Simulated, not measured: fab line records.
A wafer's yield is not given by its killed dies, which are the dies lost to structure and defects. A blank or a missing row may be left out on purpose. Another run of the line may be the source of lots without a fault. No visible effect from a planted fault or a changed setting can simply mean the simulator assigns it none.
Which tool was responsible? + flow nand_harc + 24 lots, 72 wafers sampled, at 5 steps of a route of 1302

## WHAT THE GAUGES SHOWED, per wafer
NHARC_A_SGD_CUT_THK_MEAS_22: measures by ellipsometry. Usual: thk_nm reads 148.3 nm (standard deviation 1.3).
| lot  | measured     | on            | thk_nm (nm)       | flag |
|------|--------------|---------------|-------------------|------|
| L074 | day 19 12:19 | film_metro-02 | 146.0 149.7 147.1 |      |
| L075 | day 20 04:04 | film_metro-01 | 148.8 148.9 150.0 |      |
| L076 | day 20 03:54 | film_metro-01 | 146.3 147.8 148.9 |      |
| L077 | day 20 12:30 | film_metro-02 | 147.7 148.1 150.2 |      |
| L078 | day 21 01:34 | film_metro-02 | 148.7 149.1 150.5 |      |
| L080 | day 21 15:10 | film_metro-02 | 146.6 149.6 149.9 |      |
| L079 | day 21 15:10 | film_metro-01 | 147.7 150.7 149.7 |      |
| L081 | day 22 10:00 | film_metro-01 | 148.7 148.5 149.2 |      |
| L082 | day 23 11:55 | film_metro-02 | 148.1 149.0 150.0 |      |
| L085 | day 24 00:41 | film_metro-01 | 147.2 149.5 148.1 |      |
| L083 | day 24 00:41 | film_metro-02 | 146.8 145.8 145.9 |      |
| L086 | day 24 00:49 | film_metro-01 | 148.5 149.3 146.2 |      |
| L084 | day 24 09:32 | film_metro-01 | 147.5 147.3 147.8 |      |
| L087 | day 24 17:52 | film_metro-01 | 150.4 149.1 146.9 |      |
| L088 | day 25 13:30 | film_metro-02 | 149.7 148.5 148.5 |      |
| L091 | day 26 03:01 | film_metro-01 | 148.3 148.8 148.0 |      |
| L090 | day 26 13:26 | film_metro-02 | 147.1 145.1 147.9 |      |
| L089 | day 26 13:26 | film_metro-01 | 148.4 148.7 148.4 |      |
| L092 | day 26 17:29 | film_metro-01 | 148.7 147.0 147.8 |      |
| L093 | day 27 10:45 | film_metro-02 | 148.2 146.5 148.3 |      |
| L094 | day 27 17:34 | film_metro-02 | 150.0 147.3 149.4 |      |
| L096 | day 28 12:25 | film_metro-01 | 147.4 150.1 148.3 |      |
| L095 | day 28 12:25 | film_metro-02 | 148.1 149.5 148.3 |      |
| L097 | day 29 03:25 | film_metro-02 | 146.7 146.9 147.9 |      |

NHARC_A_SLIT_CD_MEAS_09 targets a cd of 300 nm. Usual: cd_nm reads 300.1 nm (standard deviation 0.57).
| lot  | measured     | on        | cd_nm (nm)        | flag |
|------|--------------|-----------|-------------------|------|
| L074 | day 19 17:53 | cd_sem-02 | 299.7 300.2 300.0 |      |
| L075 | day 20 11:07 | cd_sem-03 | 300.9 301.4 300.7 |      |
| L076 | day 20 10:14 | cd_sem-02 | 301.0 299.9 300.3 |      |
| L077 | day 20 17:42 | cd_sem-03 | 299.6 300.4 300.1 |      |
| L078 | day 21 06:53 | cd_sem-01 | 299.7 299.9 299.1 |      |
| L080 | day 22 01:22 | cd_sem-01 | 299.9 300.5 300.4 |      |
| L079 | day 22 00:53 | cd_sem-03 | 300.0 299.8 299.9 |      |
| L081 | day 22 15:25 | cd_sem-02 | 300.7 300.7 301.1 |      |
| L082 | day 23 17:15 | cd_sem-01 | 299.6 299.6 299.2 |      |
| L085 | day 24 06:58 | cd_sem-03 | 300.3 299.7 300.0 |      |
| L083 | day 24 06:47 | cd_sem-01 | 299.3 299.5 299.6 |      |
| L086 | day 24 10:12 | cd_sem-02 | 299.4 299.3 299.4 |      |
| L084 | day 24 16:28 | cd_sem-02 | 300.7 299.9 300.1 |      |
| L087 | day 24 23:28 | cd_sem-02 | 300.3 299.2 299.8 |      |
| L088 | day 25 20:37 | cd_sem-01 | 299.5 299.6 299.8 |      |
| L091 | day 26 09:28 | cd_sem-03 | 300.4 300.2 299.4 |      |
| L090 | day 27 00:47 | cd_sem-03 | 301.0 301.4 301.4 |      |
| L089 | day 27 00:38 | cd_sem-02 | 300.2 300.3 300.3 |      |
| L092 | day 27 03:59 | cd_sem-03 | 300.1 300.1 300.4 |      |
| L093 | day 27 16:48 | cd_sem-03 | 301.2 301.0 301.0 |      |
| L094 | day 27 23:00 | cd_sem-01 | 299.8 299.1 299.7 |      |
| L096 | day 28 20:39 | cd_sem-02 | 299.8 300.0 299.6 |      |
| L095 | day 28 20:49 | cd_sem-03 | 300.8 300.5 300.7 |      |
| L097 | day 29 11:03 | cd_sem-01 | 299.4 299.3 299.1 |      |

NHARC_A_SLIT_INSPECT_11. Usual: raw_defect_count reads 60 (standard deviation 28).
| lot  | measured     | on                | raw_defect_count | flag |
|------|--------------|-------------------|------------------|------|
| L074 | day 19 18:00 | defect_inspect-02 | 119 121 89       |      |
| L075 | day 20 11:14 | defect_inspect-02 | 109 139 137      |      |
| L076 | day 20 10:22 | defect_inspect-01 | 58 68 74         |      |
| L077 | day 20 17:50 | defect_inspect-02 | 68 78 63         |      |
| L078 | day 21 07:01 | defect_inspect-02 | 56 59 79         |      |
| L080 | day 22 01:29 | defect_inspect-02 | 69 68 77         |      |
| L079 | day 22 01:01 | defect_inspect-01 | 86 85 72         |      |
| L081 | day 22 15:32 | defect_inspect-02 | 92 45 59         |      |
| L082 | day 23 17:23 | defect_inspect-01 | 33 34 34         |      |
| L085 | day 24 07:05 | defect_inspect-01 | 70 67 68         |      |
| L083 | day 24 06:55 | defect_inspect-01 | 82 87 86         |      |
| L086 | day 24 10:20 | defect_inspect-01 | 18 41 35         |      |
| L084 | day 24 16:35 | defect_inspect-02 | 62 59 62         |      |
| L087 | day 24 23:36 | defect_inspect-02 | 13 16 18         |      |
| L088 | day 25 20:45 | defect_inspect-02 | 48 46 51         |      |
| L091 | day 26 09:36 | defect_inspect-01 | 56 60 44         |      |
| L090 | day 27 00:55 | defect_inspect-02 | 67 70 57         |      |
| L089 | day 27 00:46 | defect_inspect-02 | 55 60 51         |      |
| L092 | day 27 04:06 | defect_inspect-01 | 73 54 50         |      |
| L093 | day 27 16:56 | defect_inspect-01 | 40 27 18         |      |
| L094 | day 27 23:08 | defect_inspect-01 | 76 76 79         |      |
| L096 | day 28 20:46 | defect_inspect-01 | 90 85 87         |      |
| L095 | day 28 20:56 | defect_inspect-01 | 13 12 16         |      |
| L097 | day 29 11:11 | defect_inspect-01 | 12 19 14         |      |

## TOOL THAT RAN EACH LOT (tool first, then ch and the chambers of the sampled wafers, then the start)
| lot  | NHARC_A_STAIRCASE_ETCH_444         | NHARC_A_SGD_CUT_ETCH_58            |
|------|------------------------------------|------------------------------------|
| L074 | rie_diel-08 ch 0,3, day 18 21:58   | rie_diel-13 ch 0,2,3, day 19 06:40 |
| L075 | rie_diel-03 ch 1,2,3, day 19 14:00 | rie_diel-05 ch 1,3, day 19 22:01   |
| L076 | rie_diel-10 ch 0,2,3, day 19 14:19 | rie_diel-09 ch 0,2,3, day 19 21:59 |
| L077 | rie_diel-10 ch 1,2,3, day 19 19:37 | rie_diel-13 ch 2,3, day 20 02:46   |
| L078 | rie_diel-08 ch 0,1, day 20 11:14   | rie_diel-13 ch 1,3, day 20 19:16   |
| L080 | rie_diel-03 ch 0,2,3, day 21 00:44 | rie_diel-13 ch 0,2, day 21 09:41   |
| L079 | rie_diel-10 ch 1,3, day 21 01:23   | rie_diel-09 ch 2,3, day 21 08:50   |
| L081 | rie_diel-08 ch 1,2,3, day 21 19:29 | rie_diel-13 ch 0,2, day 22 03:33   |
| L082 | rie_diel-03 ch 0,1, day 22 19:26   | rie_diel-09 ch 0,2, day 23 03:07   |
| L085 | rie_diel-10 ch 1,2,3, day 23 10:48 | rie_diel-13 ch 0,2, day 23 18:50   |
| L083 | rie_diel-03 ch 0,1,3, day 23 11:06 | rie_diel-05 ch 1,2,3, day 23 18:37 |
| L086 | rie_diel-08 ch 0,1, day 23 11:54   | rie_diel-09 ch 2,3, day 23 19:29   |
| L084 | rie_diel-10 ch 1,3, day 23 17:10   | rie_diel-13 ch 0,1,3, day 24 00:48 |
| L087 | rie_diel-10 ch 1,2,3, day 24 03:59 | rie_diel-13 ch 1,3, day 24 11:34   |
| L088 | rie_diel-10 ch 0,1,2, day 24 22:59 | rie_diel-13 ch 2,3, day 25 07:04   |
| L091 | rie_diel-10 ch 0,1,3, day 25 13:15 | rie_diel-13 ch 0,2,3, day 25 20:23 |
| L090 | rie_diel-08 ch 1,2, day 25 23:08   | rie_diel-13 ch 1,2,3, day 26 07:31 |
| L089 | rie_diel-03 ch 1,3, day 25 23:49   | rie_diel-05 ch 0,1,2, day 26 07:43 |
| L092 | rie_diel-08 ch 1,2, day 26 02:18   | rie_diel-13 ch 0,1,2, day 26 11:22 |
| L093 | rie_diel-03 ch 0,1,2, day 26 20:23 | rie_diel-13 ch 0,1,2, day 27 04:18 |
| L094 | rie_diel-08 ch 0,2, day 27 04:07   | rie_diel-13 ch 0,1,3, day 27 11:38 |
| L096 | rie_diel-08 ch 2,3, day 27 20:04   | rie_diel-13 ch 0,1,3, day 28 04:07 |
| L095 | rie_diel-10 ch 0,1,2, day 27 20:14 | rie_diel-13 ch 0,3, day 28 05:13   |
| L097 | rie_diel-08 ch 2,3, day 28 10:34   | rie_diel-05 ch 0,1,3, day 28 18:38 |
- NHARC_A_STAIRCASE_ETCH_444: etches the open film in C4F8/O2, target depth 20400 nm, time 6800 s.
- NHARC_A_SGD_CUT_ETCH_58: etches the open film in CF4, target depth 39 nm, time 65 s.

## WHAT THE TOOLS THEMSELVES READ (means of the sampled wafers that have a number; where no wafer has one, the mark that the record gives instead)
NHARC_A_STAIRCASE_ETCH_444. Usual: oes_product_au 0.934 a.u., standard deviation 0.019; rf_vpp_V 808 V, standard deviation 5.7.
| lot  | tool        | oes_product_au (a.u.) | rf_vpp_V (V) | flag |
|------|-------------|-----------------------|--------------|------|
| L074 | rie_diel-08 | 0.927                 | 807          |      |
| L075 | rie_diel-03 | 0.916                 | 801          |      |
| L076 | rie_diel-10 | 0.969                 | 808          |      |
| L077 | rie_diel-10 | 0.976                 | 808          |      |
| L078 | rie_diel-08 | 0.920                 | 811          |      |
| L080 | rie_diel-03 | 0.959                 | 812          |      |
| L079 | rie_diel-10 | 0.913                 | 810          |      |
| L081 | rie_diel-08 | 0.931                 | 807          |      |
| L082 | rie_diel-03 | 0.919                 | 808          |      |
| L085 | rie_diel-10 | 0.914                 | 807          |      |
| L083 | rie_diel-03 | 0.915                 | 805          |      |
| L086 | rie_diel-08 | 0.928                 | 810          |      |
| L084 | rie_diel-10 | 0.919                 | 805          |      |
| L087 | rie_diel-10 | 0.915                 | 806          |      |
| L088 | rie_diel-10 | 0.925                 | 802          |      |
| L091 | rie_diel-10 | 0.926                 | 806          |      |
| L090 | rie_diel-08 | 0.987                 | 809          |      |
| L089 | rie_diel-03 | 0.924                 | 803          |      |
| L092 | rie_diel-08 | 0.937                 | 810          |      |
| L093 | rie_diel-03 | 0.927                 | 808          |      |
| L094 | rie_diel-08 | 0.927                 | 810          |      |
| L096 | rie_diel-08 | 0.935                 | 813          |      |
| L095 | rie_diel-10 | 0.947                 | 803          |      |
| L097 | rie_diel-08 | 0.924                 | 812          |      |

NHARC_A_SGD_CUT_ETCH_58. Usual: cf4_flow_sccm 149.9 sccm, standard deviation 0.48; drypump_motor_current_A 5.9 A, standard deviation 0.41; oes_product_au 1.000 a.u., standard deviation 0.01; rf_vpp_V 151.5 V, standard deviation 1; showerhead_plenum_p_Torr 1.79 Torr, standard deviation 0.057; throttle_valve_pct 13.283 %, standard deviation 0.0097.
| lot  | tool        | cf4_flow_sccm (sccm) | drypump_motor_current_A (A) | oes_product_au (a.u.) | rf_vpp_V (V) | showerhead_plenum_p_Torr (Torr) | throttle_valve_pct (%) | flag |
|------|-------------|----------------------|-----------------------------|-----------------------|--------------|---------------------------------|------------------------|------|
| L074 | rie_diel-13 | 150.4                | 6.0                         | 1.002                 | 151.7        | 1.82                            | 13.281                 |      |
| L075 | rie_diel-05 | 149.8                | 5.3                         | 0.997                 | 151.9        | 1.82                            | 13.292                 |      |
| L076 | rie_diel-09 | 149.8                | 6.0                         | 0.993                 | 151.9        | 1.82                            | 13.281                 |      |
| L077 | rie_diel-13 | 150.4                | 5.8                         | 1.008                 | 152.3        | 1.82                            | 13.295                 |      |
| L078 | rie_diel-13 | 150.0                | 5.9                         | 1.006                 | 150.1        | 1.74                            | 13.304                 |      |
| L080 | rie_diel-13 | 149.7                | 6.2                         | 0.990                 | 151.5        | 1.82                            | 13.279                 |      |
| L079 | rie_diel-09 | 149.9                | 6.0                         | 1.001                 | 152.4        | 1.85                            | 13.278                 |      |
| L081 | rie_diel-13 | 150.2                | 6.2                         | 1.003                 | 153.6        | 1.84                            | 13.285                 |      |
| L082 | rie_diel-09 | 150.2                | 6.3                         | 0.982                 | 151.8        | 1.79                            | 13.282                 |      |
| L085 | rie_diel-13 | 149.5                | 6.2                         | 0.999                 | 152.6        | 1.84                            | 13.280                 |      |
| L083 | rie_diel-05 | 149.8                | 5.6                         | 0.999                 | 152.0        | 1.84                            | 13.277                 |      |
| L086 | rie_diel-09 | 149.8                | 5.7                         | 1.008                 | 152.4        | 1.84                            | 13.277                 |      |
| L084 | rie_diel-13 | 150.1                | 5.9                         | 0.995                 | 151.7        | 1.76                            | 13.288                 |      |
| L087 | rie_diel-13 | 149.5                | 5.9                         | 1.005                 | 150.7        | 1.74                            | 13.282                 |      |
| L088 | rie_diel-13 | 149.1                | 5.8                         | 0.993                 | 151.3        | 1.82                            | 13.281                 |      |
| L091 | rie_diel-13 | 150.1                | 6.0                         | 1.001                 | 151.6        | 1.82                            | 13.278                 |      |
| L090 | rie_diel-13 | 149.9                | 5.9                         | 1.002                 | 151.7        | 1.79                            | 13.278                 |      |
| L089 | rie_diel-05 | 149.7                | 5.6                         | 0.995                 | 152.1        | 1.81                            | 13.288                 |      |
| L092 | rie_diel-13 | 149.6                | 6.1                         | 1.003                 | 151.1        | 1.79                            | 13.284                 |      |
| L093 | rie_diel-13 | 150.0                | 6.1                         | 0.998                 | 150.7        | 1.79                            | 13.276                 |      |
| L094 | rie_diel-13 | 149.9                | 5.9                         | 1.003                 | 151.4        | 1.76                            | 13.285                 |      |
| L096 | rie_diel-13 | 150.1                | 5.9                         | 1.007                 | 151.1        | 1.76                            | 13.278                 |      |
| L095 | rie_diel-13 | 150.4                | 6.0                         | 0.991                 | 151.7        | 1.79                            | 13.284                 |      |
| L097 | rie_diel-05 | 149.6                | 5.2                         | 1.005                 | 151.9        | 1.78                            | 13.281                 |      |

## THE ANSWER, worked out from the rows above alone
Rule: a lot is off if the mean of its wafers that have a number lies more than 3 standard deviations from the usual mean. A lot without any number at a reading at which 4 lots or more have one is off too. All remaining lots with rows at the step are treated as sound. The gauges are gone through in route order, then the tools' own readings, and for those a lot's mean is taken as printed above. The first step at which some lot is off is used, and at that step the reading that is off furthest; a lot without a number counts as furthest.
Across all readings shown, no lot is off: no conclusion can be drawn from this.

## WHAT WAS PUT IN BY THE SIMULATOR
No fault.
